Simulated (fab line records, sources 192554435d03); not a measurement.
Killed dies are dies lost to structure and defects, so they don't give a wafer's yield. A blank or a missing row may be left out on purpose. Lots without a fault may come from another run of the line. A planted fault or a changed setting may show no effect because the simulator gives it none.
Chamber matching | flow n5_finfet | N5_MOL_CONTACT_COAG_ETCH_15 on rie_diel-05: 4 sister chambers
The step etches SiNx in CH3F/O2, stops on Si:P, target depth 7 nm. 14 wafers are shown with their chamber, then 7 later ones without.

WAFERS WITH THEIR CHAMBER
wafer  | chamber | drypump_motor_current_A (A) | rf_vpp_V (V) | throttle_valve_pct (%)
L074.2 | 3       | 5.6                         | 300          | 16.57
L074.3 | 2       | 5.2                         | 290          | 16.32
L074.6 | 1       | 5.1                         | 310          | 16.74
L077.1 | 0       | 6.5                         | 294          | 16.31
L077.5 | 3       | 5.5                         | 300          | 16.59
L077.6 | 1       | 5.1                         | 309          | 16.76
L081.2 | 1       | 5.2                         | 309          | 16.77
L081.4 | 0       | 6.4                         | 295          | 16.35
L081.5 | 1       | 5.1                         | 309          | 16.77
L083.3 | 2       | 5.2                         | 296          | 15.83
L083.5 | 0       | 6.4                         | 294          | 16.33
L083.6 | 1       | 5.1                         | 309          | 16.77
L086.3 | 0       | 6.4                         | 294          | 16.35
L086.4 | 3       | 5.6                         | 299          | 16.64

SIGNATURES (means of the wafers above)
reading                 | chamber 0 | chamber 1 | chamber 2 | chamber 3 | scatter within a chamber
drypump_motor_current_A | 6.425     | 5.120     | 5.200     | 5.567     | 0.0471
rf_vpp_V                | 294.25    | 309.20    | 293.00    | 299.67    | 1.42
throttle_valve_pct      | 16.3350   | 16.7620   | 16.0750   | 16.6000   | 0.112
Rule: a wafer's distance from a chamber is the root of the sum, over the readings, of the square of ((its reading less the chamber's mean) divided by the reading's scatter). The wafer belongs to the nearest chamber; if the next one is less than 2 further off, it can't be placed. The scatter: the root of (the sum of the squares of (reading less its chamber's mean) over the shown wafers, divided by (wafers less chambers)).

WAFERS WITHOUT THEIR CHAMBER
wafer  | drypump_motor_current_A (A) | rf_vpp_V (V) | throttle_valve_pct (%)
L086.6 | 6.4                         | 294          | 16.34
L093.1 | 5.5                         | 300          | 16.67
L093.5 | 6.4                         | 293          | 16.36
L093.6 | 5.2                         | 308          | 16.39
L096.1 | 6.4                         | 293          | 16.39
L096.3 | 5.5                         | 299          | 16.69
L096.5 | 5.5                         | 300          | 16.67

WHICH CHAMBER EACH WENT THROUGH
wafer  | from the rows above | in truth
L086.6 | 0                   | 0
L093.1 | 3                   | 3
L093.5 | 0                   | 0
L093.6 | 1                   | 1
L096.1 | 0                   | 0
L096.3 | 3                   | 3
L096.5 | 3                   | 3
Placed correctly: 7 of 7. Can't be placed from these rows: 0. Placed wrongly: 0.
